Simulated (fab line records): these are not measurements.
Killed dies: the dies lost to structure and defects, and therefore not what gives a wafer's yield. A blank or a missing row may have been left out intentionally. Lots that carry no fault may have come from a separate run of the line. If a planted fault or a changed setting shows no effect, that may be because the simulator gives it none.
Struck lot and sound lot, side by side / flow nand_harc / 15 steps out of a route of 1302
Sound: wafers L923.1, L923.2, L923.3. Struck: wafer L930.4. (L930.2 of the same lot was not struck and is left out.) The cause comes at the end.
At each step with rows: each side's tool, then ch and its chambers, then its first start. Under that, the readings that differ: sound wafers / struck wafers / difference of the means / sigmas: that difference in standard deviations of wafers without a fault.
alike: readings with means less than 2 such deviations apart, plus words and numbers identical on both sides. not compared: withheld readings, readings lacking a value on some wafer, bounds such as >300 that could conceal the same value, and numbers that have no deviation in the record and whose values overlap.
The two part at a step that has a row with sigmas, a row that says differs or no value, or rows on one side only. Non-overlapping numbers with no deviation appear without sigmas and do not part them. Lack of a reading on every wafer of one side parts them only where that side has two or more wafers.

first, 1 step without rows for these wafers: NHARC_A_ONON_D1_DEP_09 (target thk 1000 nm).
NHARC_A_ONON_D1_THK_MEAS_11: measures by ellipsometry.
  sound on film_metro-02, day 8 06:26; struck on film_metro-01, day 11 06:57
  alike: thk_nm
after that, 1 step with no rows for these wafers: NHARC_A_ONON_D1_DEP_12 (target thk 1000 nm).
NHARC_A_ONON_D1_THK_MEAS_14: measures by ellipsometry.
  sound on film_metro-02, day 8 07:00; struck on film_metro-01, day 11 07:31
  alike: thk_nm
then, 2 steps without rows for these wafers: NHARC_A_ONON_D1_ANNEAL_15 (time 3600 s); NHARC_A_ONON_D1_DEP_16 (target thk 1000 nm).
NHARC_A_ONON_D1_THK_MEAS_18: measures by ellipsometry.
  sound on film_metro-02, day 8 14:49; struck on film_metro-01, day 11 15:19
  alike: thk_nm
after that, 1 step with no rows for these wafers: NHARC_A_ONON_D1_DEP_19 (target thk 1000 nm).
NHARC_A_ONON_D1_THK_MEAS_21: measures by ellipsometry.
  sound on film_metro-02, day 8 15:23; struck on film_metro-01, day 11 15:53
  alike: thk_nm
after that, 1 step with no rows for these wafers: NHARC_A_ONON_D1_DEP_22 (target thk 1000 nm).
NHARC_A_ONON_D1_THK_MEAS_24: measures by ellipsometry.
  sound on film_metro-01, day 8 15:56; struck on film_metro-01, day 11 16:26
  alike: thk_nm
NHARC_A_ONON_D1_DEP_25: target thk 1000 nm.
  sound on pecvd_onon-01 ch 0, day 8 16:00; struck on pecvd_onon-03 ch 0, day 11 16:34
NHARC_A_ONON_D1_THK_MEAS_27: measures by ellipsometry.
  sound on film_metro-01, day 8 16:30; struck on film_metro-02, day 11 17:01
reading=thk_nm (nm); sound=1000 998 1000; struck=1220; difference=+221; sigmas=+22
after that, 1 step with no rows for these wafers: NHARC_A_ONON_D1_DEP_28 (target thk 1000 nm).
-- record jumps: 16 days between struck wafers' starts before vs after; left off in module A_ONON_D1, resumes in module END, first step shown is number 1302 of the route --
NHARC_END_SORT_01:
  at this point the record logs the struck wafers (prober-02 ch 0, day 28 03:34) and has no rows for the sound ones

WHERE THEY PART
Last at NHARC_END_SORT_01 as far as this record goes, first at NHARC_A_ONON_D1_THK_MEAS_27.

WHY: what the simulator had put in
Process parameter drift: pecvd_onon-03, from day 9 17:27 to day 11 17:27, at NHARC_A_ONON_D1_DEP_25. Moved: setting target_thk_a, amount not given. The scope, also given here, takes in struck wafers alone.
